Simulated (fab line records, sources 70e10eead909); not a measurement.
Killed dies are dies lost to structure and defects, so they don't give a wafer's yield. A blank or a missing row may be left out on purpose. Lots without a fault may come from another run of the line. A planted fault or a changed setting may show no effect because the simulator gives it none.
Problem report in the 8D (eight disciplines) form, filled by code | flow nand_harc | the parts of the form that need people (team, actions taken, sign-off) are left out

1. THE PROBLEM
raw_defect_count at NHARC_P_STI_INSPECT_11 reads a mean of 802.5 on 6 wafers of 2 lots; wafers without a fault read 4.9 with a standard deviation of 2.9. That is +99 or more standard deviations from the usual mean.
First seen on wafer L436.1, day 11 23:55, on defect_inspect-01. The record holds 39 wafers of 13 lots with a number at this step. Rule for "out", or "out of limits": more than 4 standard deviations from the usual mean. The other wafers with a number count as sound.

2. WHAT IT IS AND WHAT IT IS NOT
question                    | is                     | is not
which readings at this step | raw_defect_count       | -
which lots                  | L436, L437             | L415, L416, L418, L419, L422, L423, L424, L425, L426, L427, L431
which wafers of those lots  | all that have a number | -
read on which gauges        | defect_inspect-01      | defect_inspect-02
when                        | from day 11 23:55      | up to then (33 sound wafers)

3. SUSPECTS, AND WHAT RULES EACH OUT
Counting: a tool at a process step up to the reading stays a suspect if it ran every lot that is out and no sound lot after the first of them.
- the gauge at NHARC_P_STI_INSPECT_11: ruled out. All the wafers that are out were read on defect_inspect-01, but those of them that NHARC_END_SORT_01 has rows for are out there too, on other tools.
- wet_bench-05 at NHARC_P_STI_ETCH_26 (etches SiO2 in dHF, target depth 11 nm): kept. It ran every lot that is out, first L436 (day 11 07:49), and no sound lot after that; its last sound lot up to then is L431 (day 9 05:33).
Left after counting: wet_bench-05 at NHARC_P_STI_ETCH_26.

4. THE CAUSE (what the simulator had put in)
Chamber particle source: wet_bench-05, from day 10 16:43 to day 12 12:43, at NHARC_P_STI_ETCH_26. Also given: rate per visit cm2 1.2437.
Counting left only this tool.

5. THE CHAIN OF EFFECTS, in route order
Each row: a reading whose mean over the struck wafers that have a number lies more than 3 standard deviations from the usual. Only readings for which the record gives a usual standard deviation are gone through. hours: the time from each lot's start at the first step in this table that gives one to its start at this step, as a median over the lots. sigmas: the change in usual standard deviations.
hours | step                   | reading             | usual | on struck wafers | change | sigmas
0     | NHARC_P_STI_INSPECT_11 | raw_defect_count    | 4.9   | 802.5            | +797.6 | +99 or more
527   | NHARC_END_SORT_01      | killed_at_periphery | 4.1   | 70.8             | +66.7  | +23
Later measuring or inspecting steps at which every struck wafer that the step has a row for has a number for every such reading, and none has moved that far: NHARC_P_STI_OCD_MEAS_17.

6. WHAT WOULD HAVE CAUGHT IT SOONER
In this record the first reading out of limits at a measuring or inspecting step was taken at day 11 23:55, 31 hours after the fault began at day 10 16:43.
All the lots that are out (2) had begun NHARC_P_STI_ETCH_26 on wet_bench-05 by day 11 23:55. A hold on the tool at that time would have spared none of them.
